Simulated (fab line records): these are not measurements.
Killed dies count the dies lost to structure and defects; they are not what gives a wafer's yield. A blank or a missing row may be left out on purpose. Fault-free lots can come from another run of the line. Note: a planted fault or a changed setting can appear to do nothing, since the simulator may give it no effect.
The tool behind it: which one?	flow n5_finfet	Sampling: 23 lots, 69 wafers, 6 of 1938 route steps

WHAT EACH GAUGE READ, for each wafer
The record holds no reading of a measuring or inspecting step that can be judged against a usual standard deviation.

TOOL THAT RAN EACH LOT (tool first, then ch and the chambers of the sampled wafers, then the start)
lot	N5_BEOL_M5_ANNEAL_84	N5_BEOL_M5_CMP_52	N5_BEOL_M6_STRIP_67	N5_BEOL_M6_STRIP_19	N5_BEOL_M6_ETCH_65	N5_BEOL_M6_PRE_CLEAN_45
L074	pvd_sputter-02, day 8 10:55	cmp-01 ch 0,1,2, day 8 13:32	rie_diel-06 ch 1,2,3, day 8 15:47	rie_diel-06 ch 0,1, day 8 16:04	rie_diel-03 ch 0,3, day 8 19:21	pvd_sputter-01, day 8 20:34
L076	pvd_sputter-01, day 8 17:35	cmp-02 ch 0,2,3, day 8 20:13	rie_diel-03 ch 2,3, day 8 23:35	rie_diel-02 ch 0,2,3, day 8 23:54	rie_diel-02 ch 2,3, day 9 00:46	pvd_sputter-01, day 9 02:56
L077	pvd_sputter-03, day 9 09:47	cmp-02 ch 0,2,3, day 9 14:19	rie_diel-02 ch 0,2,3, day 9 17:11	rie_diel-02 ch 2,3, day 9 17:20	rie_diel-03 ch 0,1,3, day 9 20:37	pvd_sputter-03, day 9 21:52
L078	pvd_sputter-03, day 9 18:40	cmp-02 ch 1,2,3, day 9 21:20	rie_diel-03 ch 0,1,2, day 9 23:40	rie_diel-02 ch 0,3, day 9 23:49	rie_diel-06 ch 1,2, day 10 00:29	pvd_sputter-03, day 10 01:54
L079	pvd_sputter-01, day 9 20:16	cmp-02 ch 2,3, day 9 22:53	rie_diel-06 ch 0,3, day 10 01:54	rie_diel-03 ch 0,2,3, day 10 02:18	rie_diel-03 ch 1,2,3, day 10 05:17	pvd_sputter-01, day 10 06:35
L080	pvd_sputter-02, day 10 00:30	cmp-01 ch 0,1,2, day 10 03:08	rie_diel-03 ch 0,2,3, day 10 06:37	rie_diel-06 ch 0,2,3, day 10 06:46	rie_diel-03 ch 2,3, day 10 08:41	pvd_sputter-01, day 10 10:06
L081	pvd_sputter-01, day 10 03:31	cmp-01 ch 0,1, day 10 06:06	rie_diel-06 ch 0,2,3, day 10 09:49	rie_diel-03 ch 1,3, day 10 09:58	rie_diel-02 ch 0,1, day 10 10:39	pvd_sputter-02, day 10 11:35
L082	pvd_sputter-03, day 10 16:02	cmp-03 ch 0,2,3, day 10 18:38	rie_diel-03 ch 0,1,2, day 10 22:37	rie_diel-06 ch 0,2,3, day 10 22:47	rie_diel-03 ch 0,1,2, day 11 00:29	pvd_sputter-01, day 11 01:37
L083	pvd_sputter-02, day 11 03:53	cmp-01 ch 0,2,3, day 11 06:44	rie_diel-06 ch 0,3, day 11 11:08	rie_diel-02 ch 0,1, day 11 11:17	rie_diel-06 ch 0,1,3, day 11 12:02	pvd_sputter-02, day 11 13:19
L085	pvd_sputter-03, day 11 06:42	cmp-03 ch 0,3, day 11 09:31	rie_diel-06 ch 1,2, day 11 13:01	rie_diel-06 ch 0,2, day 11 13:17	rie_diel-03 ch 1,2,3, day 11 15:01	pvd_sputter-03, day 11 16:03
L084	pvd_sputter-02, day 11 09:05	cmp-01 ch 0,2, day 11 12:04	rie_diel-06 ch 1,3, day 11 15:58	rie_diel-02 ch 1,2,3, day 11 16:10	rie_diel-06 ch 0,1, day 11 18:16	pvd_sputter-03, day 11 19:20
L086	pvd_sputter-01, day 11 10:13	cmp-02 ch 0,1, day 11 12:51	rie_diel-06 ch 0,1, day 11 16:16	rie_diel-06 ch 0,1,2, day 11 16:25	rie_diel-02 ch 1,3, day 11 18:33	pvd_sputter-01, day 11 19:31
L087	pvd_sputter-03, day 11 12:36	cmp-03 ch 0,2,3, day 11 15:27	rie_diel-03 ch 0,1,2, day 11 19:31	rie_diel-06 ch 1,3, day 11 19:44	rie_diel-03 ch 0,2,3, day 11 20:29	pvd_sputter-02, day 11 21:41
L088	pvd_sputter-02, day 11 15:57	cmp-03 ch 2,3, day 11 18:33	rie_diel-03 ch 0,2,3, day 11 22:04	rie_diel-06 ch 0,2,3, day 11 22:17	rie_diel-03 ch 0,1, day 12 00:31	pvd_sputter-03, day 12 01:36
L091	pvd_sputter-02, day 12 21:58	cmp-03 ch 0,1,3, day 13 00:34	rie_diel-06 ch 1,2,3, day 13 03:10	rie_diel-03 ch 0,1,3, day 13 03:19	rie_diel-06 ch 0,1,2, day 13 03:55	pvd_sputter-02, day 13 05:04
L090	pvd_sputter-03, day 12 22:53	cmp-01 ch 1,2, day 13 01:37	rie_diel-06 ch 1,2,3, day 13 04:58	rie_diel-02 ch 0,2,3, day 13 05:14	rie_diel-02 ch 0,1,2, day 13 06:40	pvd_sputter-03, day 13 08:13
L089	pvd_sputter-01, day 12 23:12	cmp-03 ch 0,1,2, day 13 01:50	rie_diel-02 ch 0,2,3, day 13 05:13	rie_diel-06 ch 2,3, day 13 05:22	rie_diel-06 ch 1,3, day 13 07:40	pvd_sputter-01, day 13 08:44
L093	pvd_sputter-01, day 13 04:41	cmp-01 ch 0,2, day 13 07:19	rie_diel-03 ch 1,2, day 13 09:31	rie_diel-03 ch 0,1, day 13 09:40	rie_diel-06 ch 2,3, day 13 11:49	pvd_sputter-01, day 13 12:56
L092	pvd_sputter-03, day 13 06:01	cmp-03 ch 0,2,3, day 13 08:36	rie_diel-02 ch 0,2,3, day 13 13:07	rie_diel-06 ch 0,2,3, day 13 13:23	rie_diel-06 ch 0,2,3, day 13 15:06	pvd_sputter-01, day 13 16:03
L094	pvd_sputter-03, day 13 19:16	cmp-03 ch 0,3, day 13 22:23	rie_diel-06 ch 0,1,2, day 14 01:38	rie_diel-02 ch 0,1,3, day 14 01:56	rie_diel-02 ch 0,2,3, day 14 04:19	pvd_sputter-02, day 14 05:40
L095	pvd_sputter-02, day 14 01:08	cmp-02 ch 0,1,2, day 14 03:49	rie_diel-03 ch 0,1,3, day 14 06:14	rie_diel-03 ch 0,1,2, day 14 06:23	rie_diel-02 ch 0,1,3, day 14 07:17	pvd_sputter-03, day 14 08:41
L096	pvd_sputter-01, day 14 03:58	cmp-01 ch 0,1, day 14 06:33	rie_diel-03 ch 1,3, day 14 09:50	rie_diel-06 ch 1,2, day 14 09:59	rie_diel-06 ch 0,1,3, day 14 10:42	pvd_sputter-03, day 14 13:11
L097	pvd_sputter-01, day 14 08:36	cmp-03 ch 0,2,3, day 14 11:12	rie_diel-02 ch 0,1,3, day 14 13:55	rie_diel-02 ch 0,2,3, day 14 14:04	rie_diel-06 ch 0,1,2, day 14 14:41	pvd_sputter-03, day 14 16:20
- N5_BEOL_M5_ANNEAL_84: time 1800 s.
- N5_BEOL_M5_CMP_52: polishes, stops on SiCOH lowk, t overpolish 6.9 s, target thk 62 nm.
- N5_BEOL_M6_STRIP_67: strips in CF4.
- N5_BEOL_M6_STRIP_19: strips in O2.
- N5_BEOL_M6_ETCH_65: etches SiARC in CF4, target depth 15.6 nm, time 26 s.
- N5_BEOL_M6_PRE_CLEAN_45: time 30 s.

WHAT THE TOOLS THEMSELVES READ (means of the sampled wafers that have a number; where no wafer has one, the mark that the record gives instead)
N5_BEOL_M5_ANNEAL_84. Usual: heater_power_w at 819 W, with a standard deviation of 88.
lot	tool	heater_power_w (W)	flag
L074	pvd_sputter-02	788	
L076	pvd_sputter-01	787	
L077	pvd_sputter-03	850	
L078	pvd_sputter-03	881	
L079	pvd_sputter-01	753	
L080	pvd_sputter-02	726	
L081	pvd_sputter-01	877	
L082	pvd_sputter-03	875	
L083	pvd_sputter-02	744	
L085	pvd_sputter-03	884	
L084	pvd_sputter-02	750	
L086	pvd_sputter-01	825	
L087	pvd_sputter-03	893	
L088	pvd_sputter-02	757	
L091	pvd_sputter-02	745	
L090	pvd_sputter-03	870	
L089	pvd_sputter-01	721	
L093	pvd_sputter-01	774	
L092	pvd_sputter-03	846	
L094	pvd_sputter-03	860	
L095	pvd_sputter-02	722	
L096	pvd_sputter-01	843	
L097	pvd_sputter-01	822	

N5_BEOL_M5_CMP_52. Usual: barrier_field_endpoint_s 24.7 s, standard deviation 0.6; clearing_platen_down_force_psi 1.4998 psi, standard deviation 0.0029; motor_current_A 6.5 A, standard deviation 0.87; overpolish_run_s 6.899 s, standard deviation 0.0091; time_to_endpoint_s 62.2 s, standard deviation 2.7.
lot	tool	barrier_field_endpoint_s (s)	clearing_platen_down_force_psi (psi)	motor_current_A (A)	overpolish_run_s (s)	time_to_endpoint_s (s)	flag
L074	cmp-01	25.6	1.4991	7.1	6.898	67.5	
L076	cmp-02	24.7	1.5036	6.0	6.906	63.2	
L077	cmp-02	25.5	1.5000	6.0	6.896	63.9	
L078	cmp-02	24.5	1.4989	6.2	6.898	60.7	
L079	cmp-02	24.5	1.5008	6.0	6.903	65.1	
L080	cmp-01	24.5	1.5017	7.2	6.897	61.0	
L081	cmp-01	25.1	1.5009	7.4	6.909	64.2	
L082	cmp-03	24.3	1.4993	5.8	6.896	64.3	
L083	cmp-01	25.1	1.4971	6.9	6.896	64.1	
L085	cmp-03	24.8	1.4981	5.8	6.894	61.6	
L084	cmp-01	23.7	1.5025	6.9	6.907	60.1	
L086	cmp-02	24.1	1.5022	5.9	6.901	62.4	
L087	cmp-03	24.9	1.4997	5.8	6.904	59.9	
L088	cmp-03	25.0	1.4963	5.6	6.890	61.1	
L091	cmp-03	24.7	1.5002	6.6	6.896	62.1	
L090	cmp-01	24.8	1.5023	7.1	6.904	62.9	
L089	cmp-03	24.7	1.5017	6.5	6.891	61.2	
L093	cmp-01	25.2	1.5020	7.1	6.901	65.5	
L092	cmp-03	24.4	1.4991	5.8	6.906	61.6	
L094	cmp-03	25.2	1.5002	5.9	6.905	64.1	
L095	cmp-02	25.2	1.5001	6.4	6.901	62.2	
L096	cmp-01	23.9	1.4977	7.2	6.894	59.2	
L097	cmp-03	25.7	1.4980	5.7	6.900	65.9	

N5_BEOL_M6_STRIP_67. Usual: drypump_motor_current_A 5.7 A, standard deviation 0.39; oes_product_au 0.82 a.u., standard deviation 0.042; rf_vpp_V 271.9 V, standard deviation 1.4; showerhead_plenum_p_Torr 1.82 Torr, standard deviation 0.055; throttle_valve_pct 13.44 %, standard deviation 0.25.
lot	tool	drypump_motor_current_A (A)	oes_product_au (a.u.)	rf_vpp_V (V)	showerhead_plenum_p_Torr (Torr)	throttle_valve_pct (%)	flag
L074	rie_diel-06	5.7	0.82	271.1	1.81	13.32	
L076	rie_diel-03	5.5	0.87	272.3	1.86	13.51	
L077	rie_diel-02	5.6	0.78	270.3	1.78	13.56	
L078	rie_diel-03	5.8	0.85	272.3	1.86	13.61	
L079	rie_diel-06	6.0	0.82	273.2	1.87	13.18	
L080	rie_diel-03	5.7	0.83	272.6	1.83	13.56	
L081	rie_diel-06	5.7	0.82	272.4	1.85	13.18	
L082	rie_diel-03	5.7	0.85	272.8	1.86	13.64	
L083	rie_diel-06	6.0	0.81	273.5	1.87	13.21	
L085	rie_diel-06	5.8	0.79	269.9	1.75	13.43	
L084	rie_diel-06	5.9	0.79	272.3	1.83	13.47	
L086	rie_diel-06	6.1	0.80	271.9	1.82	13.27	
L087	rie_diel-03	5.7	0.84	272.2	1.86	13.65	
L088	rie_diel-03	5.8	0.82	273.0	1.83	13.60	
L091	rie_diel-06	5.7	0.79	271.8	1.80	13.40	
L090	rie_diel-06	5.7	0.78	272.2	1.80	13.39	
L089	rie_diel-02	5.6	0.85	271.5	1.77	13.41	
L093	rie_diel-03	5.6	0.84	274.2	1.89	13.57	
L092	rie_diel-02	5.6	0.84	270.8	1.77	13.44	
L094	rie_diel-06	5.8	0.78	271.9	1.79	13.32	
L095	rie_diel-03	5.8	0.80	272.1	1.83	13.59	
L096	rie_diel-03	5.7	0.80	272.6	1.83	13.43	
L097	rie_diel-02	5.7	0.83	270.7	1.79	13.46	

N5_BEOL_M6_STRIP_19. Usual: drypump_motor_current_A 5.7 A, standard deviation 0.46; oes_product_au 0.83 a.u., standard deviation 0.064; rf_vpp_V 3.7 V, standard deviation 0.59; showerhead_plenum_p_Torr 2.13 Torr, standard deviation 0.07; throttle_valve_pct 16.56 %, standard deviation 0.23.
lot	tool	drypump_motor_current_A (A)	oes_product_au (a.u.)	rf_vpp_V (V)	showerhead_plenum_p_Torr (Torr)	throttle_valve_pct (%)	flag
L074	rie_diel-06	6.1	0.80	3.8	2.11	16.59	
L076	rie_diel-02	5.6	0.81	4.0	2.08	16.65	
L077	rie_diel-02	5.4	0.70	4.2	2.09	16.73	
L078	rie_diel-02	5.9	0.87	4.3	2.07	16.63	
L079	rie_diel-03	5.7	0.84	3.9	2.15	16.72	
L080	rie_diel-06	5.7	0.84	3.8	2.18	16.31	
L081	rie_diel-03	5.6	0.87	3.5	2.21	16.59	
L082	rie_diel-06	5.7	0.83	4.1	2.18	16.33	
L083	rie_diel-02	6.2	0.90	3.4	2.06	16.59	
L085	rie_diel-06	5.4	0.83	3.3	2.16	16.29	
L084	rie_diel-02	5.4	0.90	4.0	2.10	16.32	
L086	rie_diel-06	5.8	0.80	3.4	2.13	16.48	
L087	rie_diel-06	5.9	0.80	3.4	2.13	16.52	
L088	rie_diel-06	5.6	0.82	3.4	2.18	16.34	
L091	rie_diel-03	5.8	0.81	3.6	2.15	16.72	
L090	rie_diel-02	5.7	0.86	3.5	2.07	16.56	
L089	rie_diel-06	5.3	0.82	3.4	2.14	16.32	
L093	rie_diel-03	6.0	0.80	3.7	2.13	16.86	
L092	rie_diel-06	5.7	0.81	3.7	2.17	16.37	
L094	rie_diel-02	5.7	0.83	3.7	2.09	16.51	
L095	rie_diel-03	5.7	0.82	3.9	2.17	16.84	
L096	rie_diel-06	5.4	0.79	3.9	2.09	16.48	
L097	rie_diel-02	5.6	0.84	3.7	2.06	16.58	

N5_BEOL_M6_ETCH_65. Usual: drypump_motor_current_A 5.7 A, standard deviation 0.43; etch_rf_on_time_s 25.5 s, standard deviation 0.69; oes_product_au 0.71 a.u., standard deviation 0.052; rf_vpp_V 184.5 V, standard deviation 1.2; showerhead_plenum_p_Torr 2.17 Torr, standard deviation 0.063; throttle_valve_pct 15.47 %, standard deviation 0.25.
lot	tool	drypump_motor_current_A (A)	etch_rf_on_time_s (s)	oes_product_au (a.u.)	rf_vpp_V (V)	showerhead_plenum_p_Torr (Torr)	throttle_valve_pct (%)	flag
L074	rie_diel-03	6.0	25.9	0.71	184.1	2.16	15.68	
L076	rie_diel-02	5.4	25.9	0.62	184.9	2.12	15.58	
L077	rie_diel-03	5.8	25.6	0.72	184.6	2.19	15.55	
L078	rie_diel-06	5.8	25.4	0.69	182.9	2.10	15.44	
L079	rie_diel-03	5.6	25.3	0.75	185.6	2.22	15.49	
L080	rie_diel-03	5.6	25.8	0.72	184.7	2.19	15.47	
L081	rie_diel-02	5.9	25.3	0.82	184.0	2.16	15.39	
L082	rie_diel-03	5.7	25.2	0.74	185.8	2.22	15.69	
L083	rie_diel-06	6.0	24.9	0.70	184.7	2.18	15.39	
L085	rie_diel-03	5.6	25.3	0.73	185.6	2.22	15.51	
L084	rie_diel-06	6.1	25.8	0.67	184.0	2.12	15.45	
L086	rie_diel-02	5.4	26.1	0.75	184.3	2.17	15.24	
L087	rie_diel-03	5.7	25.8	0.70	185.4	2.19	15.67	
L088	rie_diel-03	5.8	25.6	0.72	185.2	2.22	15.62	
L091	rie_diel-06	5.8	25.9	0.67	183.4	2.15	15.32	
L090	rie_diel-02	5.9	25.3	0.77	183.8	2.12	15.45	
L089	rie_diel-06	5.9	24.5	0.68	185.1	2.18	15.52	
L093	rie_diel-06	5.3	25.4	0.69	185.4	2.19	15.28	
L092	rie_diel-06	5.7	25.5	0.69	185.7	2.21	15.27	
L094	rie_diel-02	5.7	25.3	0.72	183.3	2.11	15.49	
L095	rie_diel-02	5.7	25.8	0.71	183.3	2.14	15.49	
L096	rie_diel-06	6.0	25.5	0.66	185.0	2.17	15.44	
L097	rie_diel-06	5.8	25.9	0.66	184.5	2.14	15.36	

N5_BEOL_M6_PRE_CLEAN_45. Usual: heater_power_w at 333 W, with a standard deviation of 36.
lot	tool	heater_power_w (W)	flag
L074	pvd_sputter-01	314	
L076	pvd_sputter-01	329	
L077	pvd_sputter-03	333	
L078	pvd_sputter-03	358	
L079	pvd_sputter-01	304	
L080	pvd_sputter-01	325	
L081	pvd_sputter-02	319	
L082	pvd_sputter-01	340	
L083	pvd_sputter-02	316	
L085	pvd_sputter-03	335	
L084	pvd_sputter-03	338	
L086	pvd_sputter-01	379	
L087	pvd_sputter-02	320	
L088	pvd_sputter-03	339	
L091	pvd_sputter-02	311	
L090	pvd_sputter-03	362	
L089	pvd_sputter-01	378	
L093	pvd_sputter-01	330	
L092	pvd_sputter-01	316	
L094	pvd_sputter-02	303	
L095	pvd_sputter-03	354	
L096	pvd_sputter-03	364	
L097	pvd_sputter-03	359	

THE ANSWER, worked out from the rows above alone
Rule: take the mean of a lot's wafers that have a number; if it is more than 3 standard deviations from the usual mean, the lot is off. A lot without any number at a reading at which 4 lots or more have one is off too. All remaining lots with rows at the step are treated as sound. The gauges are gone through in route order, then the tools' own readings, and for those a lot's mean is taken as printed above. The first step at which some lot is off is used, and at that step the reading that is off furthest; a lot without a number counts as furthest.
No lot is off on any of the readings shown, so nothing can be concluded from this.

WHAT THE SIMULATOR PUT IN
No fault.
